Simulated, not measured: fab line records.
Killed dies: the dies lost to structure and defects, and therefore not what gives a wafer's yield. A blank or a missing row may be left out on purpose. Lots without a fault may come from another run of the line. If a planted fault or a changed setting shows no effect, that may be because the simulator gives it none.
Chamber matching :: flow n5-finfet :: 4 sister chambers for N5_MOL_CONTACT_COAG_ETCHBACK_135 on rie-diel-06
The step etches SiO2 in CHF3, target depth 25 nm, time 16.7 s. 4 wafers are shown with their chamber, then 12 later ones without.

== WAFERS WITH THEIR CHAMBER ==
wafer: L080.5
chamber: 1
drypump-motor-current-A (A): 5.9

wafer: L086.1
chamber: 3
drypump-motor-current-A (A): 6.4

wafer: L086.2
chamber: 0
drypump-motor-current-A (A): 4.9

wafer: L086.3
chamber: 2
drypump-motor-current-A (A): 6.2

== WAFERS WITH NO CHAMBER GIVEN ==
wafer: L086.4
drypump-motor-current-A (A): 4.9

wafer: L086.5
drypump-motor-current-A (A): 6.2

wafer: L086.6
drypump-motor-current-A (A): 6.5

wafer: L087.1
drypump-motor-current-A (A): 6.5

wafer: L087.5
drypump-motor-current-A (A): 4.9

wafer: L087.6
drypump-motor-current-A (A): 6.5

wafer: L088.2
drypump-motor-current-A (A): 4.9

wafer: L088.5
drypump-motor-current-A (A): 6.2

wafer: L088.6
drypump-motor-current-A (A): 5.9

wafer: L091.2
drypump-motor-current-A (A): 5.9

wafer: L091.3
drypump-motor-current-A (A): 4.9

wafer: L091.6
drypump-motor-current-A (A): 4.9

== CHAMBER TAKEN BY EACH ==
wafer: L086.4
from the rows above: 0
in truth: 0

wafer: L086.5
from the rows above: 2
in truth: 2

wafer: L086.6
from the rows above: 3
in truth: 3

wafer: L087.1
from the rows above: 3
in truth: 3

wafer: L087.5
from the rows above: 0
in truth: 0

wafer: L087.6
from the rows above: 3
in truth: 3

wafer: L088.2
from the rows above: 0
in truth: 0

wafer: L088.5
from the rows above: 2
in truth: 2

wafer: L088.6
from the rows above: 1
in truth: 1

wafer: L091.2
from the rows above: 1
in truth: 1

wafer: L091.3
from the rows above: 0
in truth: 0

wafer: L091.6
from the rows above: 0
in truth: 0
Correct placement for 12 of the 12. Not placeable from these rows: 0. 0 placed wrongly.
How it was worked out, from the rows above alone: a wafer's distance from a chamber is the root of the sum, over the readings, of the square of ((its reading less the chamber's mean) divided by the reading's scatter). The wafer belongs to the nearest chamber; if the next one is less than 2 further off, it can't be placed. For every chamber, the mean is computed from those of its wafers that are shown. The scatter (one wafer shown for each chamber): square how far every hidden wafer sits from the nearest shown wafer, average those squares and take the square root.
